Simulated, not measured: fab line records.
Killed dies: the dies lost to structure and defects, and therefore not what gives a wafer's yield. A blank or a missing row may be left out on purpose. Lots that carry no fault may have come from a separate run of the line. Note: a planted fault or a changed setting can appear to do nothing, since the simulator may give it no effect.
fab line records	flow n5Finfet
record: lots: 6	wafers: 18	lastDay: 17
route steps=1938 shown BEOL_M12@1624 PASSIVATION@1936
lots untouched by any fault: they come from a run of this same line in which no faults occurred
startH: the number of hours between the record's first day and the start of the first shown wafer of the lot	waitH: how many hours have passed since the lot's step before this one	" the same as in the row above	L1.1+2: several wafers, shown together as one row	- value missing, or start not given	* or withheld: withheld	< > ~ a bound
route shown NAME@n: names a module that has steps shown in the file, with the first one's number in the route	usual: mean/standard deviation taken from wafers without a fault	same: alike in all rows	chamber/n: place in a boat	sites: each site's reading	_std_site: standard deviation across them	_edge_site: inner sites' mean taken away from outer sites' mean	radiusMm: for every site, how far away it sits from the centre of the wafer	mask NAME#n: copy n	behind: the last tool/chamber to shape the wafer	hold: why the lot was held/for how many hours/how that ended	device: transistor that didn't switch, given as n, p or np	end of line: the route-end tests of the same wafers	for a step that has no rows: nothing shown but its recipe	killed: count of dies lost to structure and defects at first sort (not the wafer's yield)	map: a wafer's dies, marking killed ones x, the rest . and places with no die _
set.NAME: the setting the step ran with; set.NAME@STEP: the setting that earlier step ran with	model.NAME: the simulator's own value behind a step, which no gauge read
lots seen at some steps along the route; tables by step, rows by wafer
services: when a tool's chamber went out of use (startH, in hours from the record's first day, below 0 if earlier), for how many hours, and the reason
== steps ==
step: N5_BEOL_M12_COAT_66
recipe: resist: SiARC	tempC: 220	timeS: 60	spinRpm: 1500	resistThkNm: 110
step: N5_BEOL_M12_COAT_22
recipe: spinRpm: 2888	resistThkNm: 300
step: N5_BEOL_M12_EBR_24
recipe: solvent: PGMEA	ebrWidthMm: 1.5
step: N5_BEOL_M12_SOFTBAKE_23
recipe: tempC: 130	timeS: 60
step: N5_BEOL_M12_EXPOSE_25
recipe: maskId: M12	na: 0.93	sourceShape: conventional	sigmaOuter: 0.4	polarization: unpolarized	doseMj: 21.8
step: N5_BEOL_M12_PEB_26
recipe: pebTempC: 130	pebTimeS: 90
step: N5_BEOL_M12_DEVELOP_27
recipe: developTimeS: 45	rinseLiquid: diw	dry: airSpin	devTempC: 21
step: N5_BEOL_M12_HARDBAKE_32
recipe: tempC: 130	timeS: 120
step: N5_BEOL_M12_CD_MEAS_28
recipe: targetCdNm: 160.2	landingEnergyEv: 500	detector: seInlens	polarity: opening
usual: cdNm: 160.1/1.1
lot.wafer	tool	chamber	startH	waitH	cdNm
L320.1	cdSem-01	0	240.03	-	161.2
L320.3	"	0	"	"	159.6
L320.5	"	0	"	"	159.4
L327.1	cdSem-01	0	277.89	-	161.4
L327.3	"	0	"	"	159.0
L327.5	"	0	"	"	159.9
L329.1	cdSem-02	0	295.03	-	159.2
L329.3	"	0	"	"	161.0
L329.6	"	0	"	"	160.9
L330.2	cdSem-03	0	302.19	-	160.6
L330.4	"	0	"	"	158.3
L330.6	"	0	"	"	161.1
L340.1	cdSem-03	0	352.47	-	160.2
L340.2	"	0	"	"	160.8
L340.5	"	0	"	"	161.2
L341.2	cdSem-01	0	370.60	-	161.6
L341.3	"	0	"	"	160.0
L341.6	"	0	"	"	158.3
step: N5_BEOL_M12_OVL_MEAS_29
recipe: pointsPerWafer: 44
usual: M12_OVL: -2/5.9
lot.wafer	tool	chamber	startH	waitH	M12_OVL[nm]
L320.1	overlay-02	0	240.06	0.0	5
L320.3	"	0	"	"	-2
L320.5	"	0	"	"	-1
L327.1	overlay-02	0	277.92	0.0	-5
L327.3	"	0	"	"	4
L327.5	"	0	"	"	-6
L329.1	overlay-02	0	295.06	0.0	9
L329.3	"	0	"	"	1
L329.6	"	0	"	"	-3
L330.2	overlay-01	0	302.22	0.0	-3
L330.4	"	0	"	"	-9
L330.6	"	0	"	"	-10
L340.1	overlay-02	0	352.50	0.0	-12
L340.2	"	0	"	"	-9
L340.5	"	0	"	"	-1
L341.2	overlay-02	0	370.63	0.0	0
L341.3	"	0	"	"	-5
L341.6	"	0	"	"	-13
step: N5_BEOL_M12_INSPECT_30
recipe: mode: adi	inspectInstrument: macro
usual: rawDefectCount: 2.0/1.3
lot.wafer	tool	chamber	startH	waitH	rawDefectCount
L320.1	defectInspect-02	-	240.08	0.0	0
L320.3	"	-	"	"	2
L320.5	"	-	"	"	2
L327.1	defectInspect-02	-	277.95	0.0	0
L327.3	"	-	"	"	1
L327.5	"	-	"	"	1
L329.1	defectInspect-02	-	295.08	0.0	1
L329.3	"	-	"	"	1
L329.6	"	-	"	"	0
L330.2	defectInspect-02	-	302.24	0.0	1
L330.4	"	-	"	"	1
L330.6	"	-	"	"	3
L340.1	defectInspect-01	-	352.53	0.0	3
L340.2	"	-	"	"	3
L340.5	"	-	"	"	5
L341.2	defectInspect-02	-	370.65	0.0	2
L341.3	"	-	"	"	2
L341.6	"	-	"	"	2
step: N5_BEOL_M12_DESCUM_33
recipe: chemistry: O2	timeS: 7.9	sourcePowerW: 50	biasPowerW: 20	pressureMtorr: 20	rfFrequencyHz: 2.712e+07	tempC: 40	o2FlowSccm: 225
usual: drypumpMotorCurrentA: 5.6/0.46	oesProductAu: 0.82/0.063	rfFwdPowerW: 49.41/0.26	rfVppV: 243.3/1.5	showerheadPlenumPTorr: 2.10/0.081	tempC: 39.98/0.12	throttleValvePct: 20.42/0.19
lot.wafer	tool	chamber	startH	waitH	drypumpMotorCurrentA	oesProductAu	rfFwdPowerW	rfHoursCounterH	rfVppV	showerheadPlenumPTorr	tempC	throttleValvePct
L320.1	rieDiel-06	0	240.11	0.0	4.8	0.81	49.74	84	243.9	2.20	40.11	20.61
L320.3	"	1	"	"	6.2	0.84	49.52	63	243.6	2.22	40.14	20.58
L320.5	"	2	"	"	5.8	0.69	49.14	-	242.2	2.07	39.90	20.67
L327.1	rieDiel-05	1	277.98	0.0	6.1	0.85	48.96	53	243.2	2.13	39.95	20.19
L327.3	"	0	"	"	5.5	0.82	49.55	72	242.6	2.03	39.89	20.18
L327.5	"	0	"	"	5.5	0.82	49.43	-	240.4	2.03	39.78	20.18
L329.1	rieDiel-06	1	295.12	0.0	6.2	0.81	49.79	84	246.4	2.21	39.89	20.61
L329.3	"	3	"	"	5.7	0.90	49.59	22	244.2	2.14	40.07	20.54
L329.6	"	0	"	"	4.8	0.79	49.58	-	245.1	2.20	39.84	20.64
L330.2	rieDiel-06	0	302.72	0.5	4.8	0.79	49.45	102	244.0	2.20	39.96	20.66
L330.4	"	0	"	"	4.8	0.79	49.67	-	244.0	2.20	39.87	20.64
L330.6	"	1	"	"	6.2	0.81	49.68	-	246.2	2.21	40.06	20.60
L340.1	rieDiel-05	1	352.56	0.0	6.1	0.82	48.91	80	243.9	2.12	40.13	20.23
L340.2	"	3	"	"	4.9	0.80	49.64	88	244.9	2.20	39.98	20.33
L340.5	"	0	"	"	5.5	0.80	49.77	-	241.8	2.02	39.74	20.22
L341.2	rieDiel-05	3	370.69	0.0	5.0	0.80	49.69	95	243.3	2.20	40.14	20.34
L341.3	"	0	"	"	5.5	0.79	49.50	106	242.8	2.01	39.99	20.22
L341.6	"	2	"	"	5.7	0.79	49.59	-	242.3	2.00	40.02	20.66
step: N5_BEOL_M12_ETCH_67
recipe: chemistry: CF4	target: SiARC	targetDepthA: 1430	timeS: 238.3	ionEnergyEv: 80	pressureMtorr: 40	sourceW: 545	biasW: 36	Ar_flow_sccm: 100	cf4FlowSccm: 100	ends: cleared
usual: drypumpMotorCurrentA: 5.6/0.46	etchRfOnTimeS: 236/3.4	oesProductAu: 0.70/0.052	rfFwdPowerW: 543.2/1.8	rfVppV: 184.1/1.2	showerheadPlenumPTorr: 2.15/0.076	throttleValvePct: 15.59/0.19
lot.wafer	tool	chamber	startH	waitH	drypumpMotorCurrentA	etchRfOnTimeS	oesProductAu	rfFwdPowerW	rfHoursCounterH	rfVppV	showerheadPlenumPTorr	throttleValvePct
L320.1	rieDiel-06	0	240.15	0.0	4.8	232	0.71	544.5	84	186.4	2.25	15.74
L320.3	"	1	"	"	6.2	235	0.72	543.2	63	186.7	2.26	15.66
L320.5	"	2	"	"	5.8	239	0.60	541.7	-	183.6	2.12	15.94
L327.1	rieDiel-05	1	278.02	0.0	6.1	237	0.73	538.4	53	184.8	2.17	15.34
L327.3	"	0	"	"	5.5	241	0.70	543.2	72	182.5	2.09	15.41
L327.5	"	0	"	"	5.5	239	0.70	543.2	-	183.7	2.09	15.41
L329.1	rieDiel-06	1	295.16	0.0	6.2	198	0.78	674.4	84	173.0	2.25	15.69
L329.3	"	3	"	"	5.7	197	0.86	675.5	22	170.8	2.19	15.65
L329.6	"	0	"	"	4.8	197	0.77	674.6	-	172.7	2.24	15.79
L330.2	rieDiel-06	0	302.76	0.0	4.8	194	0.77	674.6	102	170.9	2.24	15.79
L330.4	"	0	"	"	4.8	194	0.78	675.3	-	172.0	2.24	15.79
L330.6	"	1	"	"	6.2	198	0.77	674.0	-	171.4	2.25	15.72
L340.1	rieDiel-05	1	352.60	0.0	6.1	234	0.70	540.1	80	182.8	2.16	15.40
L340.2	"	3	"	"	4.9	236	0.69	542.5	88	184.7	2.25	15.55
L340.5	"	0	"	"	5.5	241	0.68	543.8	-	181.5	2.08	15.47
L341.2	rieDiel-05	3	370.72	0.0	4.9	233	0.68	541.8	95	184.5	2.24	15.56
L341.3	"	0	"	"	5.5	237	0.67	543.8	106	182.6	2.08	15.49
L341.6	"	2	"	"	5.6	229	0.68	543.4	-	183.0	2.06	15.91
step: N5_BEOL_M12_ETCH_68
recipe: chemistry: N2/H2	target: SOC	maskMaterial: SiARC	sourceW: 3000	biasW: 350	tempC: 40	timeS: 285	ionEnergyEv: 200	pressureMtorr: 30	n2FlowSccm: 200	h2FlowSccm: 200
usual: drypumpMotorCurrentA: 5.6/0.46	oesProductAu: 0.82/0.062	rfFwdPowerW: 2994/9.2	rfVppV: 524.2/2.8	showerheadPlenumPTorr: 2.55/0.096	tempC: 39.99/0.11	throttleValvePct: 17.74/0.18
lot.wafer	tool	chamber	startH	waitH	drypumpMotorCurrentA	oesProductAu	rfFwdPowerW	rfHoursCounterH	rfVppV	showerheadPlenumPTorr	tempC	throttleValvePct
L320.1	rieDiel-06	0	240.30	0.1	4.8	0.82	2984	84	526.7	2.67	40.14	17.83
L320.3	"	1	"	"	6.3	0.84	3006	64	528.0	2.69	40.02	17.89
L320.5	"	2	"	"	5.8	0.70	2983	-	523.7	2.51	39.96	17.98
L327.1	rieDiel-05	1	278.16	0.1	6.1	0.86	2985	53	525.2	2.57	39.93	17.51
L327.3	"	0	"	"	5.5	0.82	2996	72	521.5	2.47	39.93	17.54
L327.5	"	0	"	"	5.5	0.83	2989	-	521.7	2.47	40.19	17.54
L329.1	rieDiel-06	1	295.30	0.1	6.3	0.81	3005	84	528.0	2.68	39.70	17.94
L329.3	"	3	"	"	5.7	0.91	3001	22	524.9	2.59	39.90	17.76
L329.6	"	0	"	"	4.8	0.80	3002	-	527.4	2.67	39.93	17.84
L330.2	rieDiel-06	0	302.90	0.1	4.8	0.79	2983	102	526.7	2.66	39.95	17.85
L330.4	"	0	"	"	4.8	0.79	3006	-	527.8	2.66	40.00	17.85
L330.6	"	1	"	"	6.2	0.81	3015	-	528.2	2.68	39.98	17.94
L340.1	rieDiel-05	1	352.74	0.1	6.1	0.82	2998	80	524.1	2.56	39.98	17.56
L340.2	"	3	"	"	4.9	0.81	2981	88	527.5	2.68	40.01	17.57
L340.5	"	0	"	"	5.5	0.79	3011	-	521.5	2.45	40.09	17.60
L341.2	rieDiel-05	3	370.87	0.1	5.0	0.78	2994	95	526.7	2.67	39.88	17.59
L341.3	"	0	"	"	5.5	0.78	2984	106	520.6	2.45	40.03	17.60
L341.6	"	2	"	"	5.6	0.79	2997	-	521.9	2.44	40.01	18.02
step: N5_PASSIVATION_PROBE_49
usual: defectLimitedYield: 91.5/1.3	killed_at_M0_to_M3: 33/11	killed_at_M4_up: 14/5.3	killedAtContacts: 11/6.3	killedAtFrontEnd: 38/10	killedAtOther: 3.7/2.8	killedDies: 101/16	killedOpen: 67/12	killedShort: 32/7.4	sort_bin_5_function: 5.0/0.86	sort_bin_6_memory: 3.2/0.69	sortNPass: 1079/16	sortYieldPct: 91.5/1.3
same: grossDies: 1180	killedAtBackSide: 0	sort_bin_4_leakage[%]: 0	sort_bin_8_speed[%]: 0
lot.wafer	tool	chamber	startH	waitH	defectLimitedYield[%]	killed_at_M0_to_M3	killed_at_M4_up	killedAtContacts	killedAtFrontEnd	killedAtOther	killedDies	killedOpen	killedShort	sort_bin_5_function[%]	sort_bin_6_memory[%]	sortNPass	sortYieldPct[%]
L330.2	prober-02	-	338.64	0.1	91.2	17	12	16	56	3	104	59	41	4.9	3.6	1076	91.2
L330.4	prober-02	-	338.74	0.2	93.3	17	15	8	37	2	79	59	18	4.0	2.5	1101	93.3
L330.6	prober-02	-	338.84	0.3	91.8	19	10	15	45	8	97	70	26	4.9	3.2	1083	91.8
killed by level:class
L330.2 FIN_SAQP:geometricParticle:short=13 STI_FIN_REVEAL:geometricParticle:open=13 MOL_CONTACT_COAG:geometricParticle:open=12 FIN_SAQP:geometricParticle:open=11 BEOL_M4:geometricParticle:short=5 BEOL_M2:geometricParticle:open=4 STI_FIN_REVEAL:geometricParticle:short=4 MOL_CONTACT_COAG:geometricParticle:short=4
L330.4 STI_FIN_REVEAL:geometricParticle:open=9 BEOL_M4:geometricParticle:open=8 MOL_CONTACT_COAG:geometricParticle:open=7 BEOL_M1:geometricParticle:open=6 GATE_CUT:geometricParticle:open=6 FIN_SAQP:geometricParticle:open=5 GATE_CUT:geometricParticle:short=5 BEOL_M3:geometricParticle:open=5
L330.6 FIN_SAQP:geometricParticle:open=13 STI_FIN_REVEAL:geometricParticle:open=13 MOL_CONTACT_COAG:geometricParticle:open=11 BEOL_M1:geometricParticle:open=6 BEOL_M0_SAQP:geometricParticle:open=5 BEOL_M4:geometricParticle:open=5 MIM_TOP_ETCH:geometricParticle:short=5 FIN_SAQP:geometricParticle:short=4
== services ==
tool	chamber	startH	hours	kind
rieDiel-06	3	217.63	-	clean
rieDiel-06	3	217.63	-	consumableReplace:focusRing
rieDiel-06	3	217.63	24.0	scheduledDown
rieDiel-06	3	217.63	24.0	ventCycle
rieDiel-06	0	248.46	12.2	repair
rieDiel-06	2	253.30	11.7	repair
rieDiel-06	2	297.24	-	clean
rieDiel-06	2	297.24	-	consumableReplace:focusRing
rieDiel-06	2	297.24	22.7	scheduledDown
rieDiel-06	2	297.24	22.7	ventCycle
rieDiel-06	0	323.11	6.4	repair
rieDiel-05	-	328.94	1.0	repair
rieDiel-06	1	331.98	7.0	repair
rieDiel-06	2	343.55	9.0	repair
== key ==
firstSign: step: N5_BEOL_M12_ETCH_67	reading: rfFwdPowerW	direction: up	sigmas: 74	usual: *	struck: *
effect: step: N5_BEOL_M12_ETCH_67	reading: etchRfOnTimeS	direction: down	sigmas: 12	usual: *	struck: *
metAt N5_BEOL_M12_ETCH_67
struckWafers L329.1,L329.3,L329.6,L330.2,L330.4,L330.6
onsetBetween 240.15 295.16
fault: kind: processParameterDrift	tool: rieDiel-06	chamber: -	onsetH: 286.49	steps: N5_BEOL_M12_ETCH_67	channel: sourceW	offset: 130.8	shape: step	endH: 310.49	actsIn: theseRecipesOnly	stated: 545
